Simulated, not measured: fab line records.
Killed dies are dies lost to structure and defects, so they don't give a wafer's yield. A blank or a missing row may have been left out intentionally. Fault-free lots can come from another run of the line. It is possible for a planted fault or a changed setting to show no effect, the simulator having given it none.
Matching of chambers / flow nand harc / 4 sister chambers for NHARC_A_STAIRCASE_ETCH_313 on rie diel-01
The step etches the open film in CF4/CHF3. 8 wafers are shown with their chamber, then 12 later ones without.

== WAFERS WITH THEIR CHAMBER ==
wafer=L083.2; chamber=0; drypump motor current A (A)=5.3; showerhead plenum p Torr (Torr)=1.52
wafer=L084.2; chamber=0; drypump motor current A (A)=5.3; showerhead plenum p Torr (Torr)=1.51
wafer=L084.6; chamber=1; drypump motor current A (A)=5.6; showerhead plenum p Torr (Torr)=1.59
wafer=L085.3; chamber=1; drypump motor current A (A)=5.6; showerhead plenum p Torr (Torr)=1.59
wafer=L085.6; chamber=3; drypump motor current A (A)=6.2; showerhead plenum p Torr (Torr)=1.49
wafer=L087.4; chamber=2; drypump motor current A (A)=5.9; showerhead plenum p Torr (Torr)=1.56
wafer=L087.5; chamber=3; drypump motor current A (A)=6.2; showerhead plenum p Torr (Torr)=1.49
wafer=L087.6; chamber=2; drypump motor current A (A)=6.0; showerhead plenum p Torr (Torr)=1.56

== WAFERS WITH NO CHAMBER GIVEN ==
wafer=L086.1; drypump motor current A (A)=5.6; showerhead plenum p Torr (Torr)=1.59
wafer=L086.3; drypump motor current A (A)=6.2; showerhead plenum p Torr (Torr)=1.49
wafer=L086.4; drypump motor current A (A)=5.3; showerhead plenum p Torr (Torr)=1.51
wafer=L090.1; drypump motor current A (A)=6.2; showerhead plenum p Torr (Torr)=1.49
wafer=L090.3; drypump motor current A (A)=6.0; showerhead plenum p Torr (Torr)=1.56
wafer=L090.4; drypump motor current A (A)=5.3; showerhead plenum p Torr (Torr)=1.51
wafer=L096.2; drypump motor current A (A)=5.9; showerhead plenum p Torr (Torr)=1.55
wafer=L096.4; drypump motor current A (A)=6.2; showerhead plenum p Torr (Torr)=1.48
wafer=L096.6; drypump motor current A (A)=5.7; showerhead plenum p Torr (Torr)=1.58
wafer=L095.2; drypump motor current A (A)=5.9; showerhead plenum p Torr (Torr)=1.55
wafer=L095.4; drypump motor current A (A)=6.2; showerhead plenum p Torr (Torr)=1.48
wafer=L095.5; drypump motor current A (A)=6.2; showerhead plenum p Torr (Torr)=1.48

== CHAMBER TAKEN BY EACH ==
wafer=L086.1; from the rows above=1; in truth=1
wafer=L086.3; from the rows above=3; in truth=3
wafer=L086.4; from the rows above=0; in truth=0
wafer=L090.1; from the rows above=3; in truth=3
wafer=L090.3; from the rows above=2; in truth=2
wafer=L090.4; from the rows above=0; in truth=0
wafer=L096.2; from the rows above=2; in truth=2
wafer=L096.4; from the rows above=3; in truth=3
wafer=L096.6; from the rows above=1; in truth=1
wafer=L095.2; from the rows above=2; in truth=2
wafer=L095.4; from the rows above=3; in truth=3
wafer=L095.5; from the rows above=3; in truth=3
12 of 12 placed correctly. From these rows, 0 cannot be placed. Wrongly placed: 0.
How it was worked out, from the rows above alone: a wafer's distance from a chamber is the root of the sum, over the readings, of the square of ((its reading less the chamber's mean) divided by the reading's scatter). The wafer belongs to the nearest chamber; if the next one is less than 2 further off, it can't be placed. The mean given for a chamber averages the wafers shown for that chamber. The scatter: take each reading less its chamber's mean, square it, sum over the shown wafers, divide by the number of wafers less the number of chambers, and take the root.
